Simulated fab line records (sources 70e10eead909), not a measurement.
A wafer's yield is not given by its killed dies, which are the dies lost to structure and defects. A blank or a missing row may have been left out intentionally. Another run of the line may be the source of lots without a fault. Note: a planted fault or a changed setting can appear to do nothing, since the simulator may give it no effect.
8D (eight disciplines) problem report, filled in by code -- flow nand-harc -- the parts of the form that need people (team, actions taken, sign-off) are left out

== 1. WHAT IS WRONG ==
Wafers without a fault read 156.6 W, standard deviation 0.4; heater-power-total-W at NHARC_A_M0_PEB_07 reads a mean of 168.4 W on 6 wafers belonging to 2 lots. That is +30 standard deviations from the usual mean.
The step: peb time 65 s.
First observed at day 20 19:11: wafer L446.1, on litho-track-01. The record has a number at this step for 42 wafers belonging to 14 lots. By rule, "out" or "out of limits" means more than 4 standard deviations away from the usual mean. All remaining wafers that have a number are taken as sound.

== 2. WHAT IT IS AND WHAT IT IS NOT ==
question,is,is not
which readings at this step,heater-power-total-W,-
which lots,"L446, L450","L434, L436, L437, L438, L440, L441, L443, L445, L451, L452, L455, L456"
which wafers of those lots,all that have a number,-
read on which tools,litho-track-01,"litho-track-04, litho-track-06"
when,from day 20 19:11,"up to then (24 sound wafers); but 12 sound wafers of L451, L452, L455, L456 came after"

== 3. WHAT RULES OUT EACH SUSPECT ==
Counting: a tool stays on the suspect list if, at a process step up to the reading, it processed all lots that are out and no sound lot following the first of them.
- litho-track-01 at NHARC_A_M0_PEB_07 (peb time 65 s): kept. It ran every lot that is out, first L446 (day 20 19:11), and no sound lot after that; its last sound lot up to then is L445 (day 20 01:48). Out on those wafers are its own readings of heater-power-total-W.
The count leaves litho-track-01 at NHARC_A_M0_PEB_07.

== 4. THE CAUSE (what the simulator had put in) ==
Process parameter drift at NHARC_A_M0_PEB_07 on litho-track-01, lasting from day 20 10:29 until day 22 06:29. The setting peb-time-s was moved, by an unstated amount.
The count eliminated every tool but this one.

== 5. THE CHAIN OF EFFECTS, in route order ==
One row per reading whose mean, taken over the struck wafers that have a number, lies over 3 standard deviations from the usual. Scope: only readings with a usual standard deviation given in the record; hours: median across lots of the time from each lot's start at the first step in this table that gives one to its start at this step; sigmas: change in usual standard deviations.
hours,step,reading,usual,on struck wafers,change,sigmas
0,NHARC_A_M0_PEB_07,heater-power-total-W,156.6 W,168.4,+11.8,+30
Process steps it contains:
- NHARC_A_M0_PEB_07: peb time 65 s.

== 6. HOW IT WOULD HAVE BEEN CAUGHT EARLIER ==
The fault began at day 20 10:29; the first out-of-limits reading in this record came at day 20 19:11, 9 hours later.
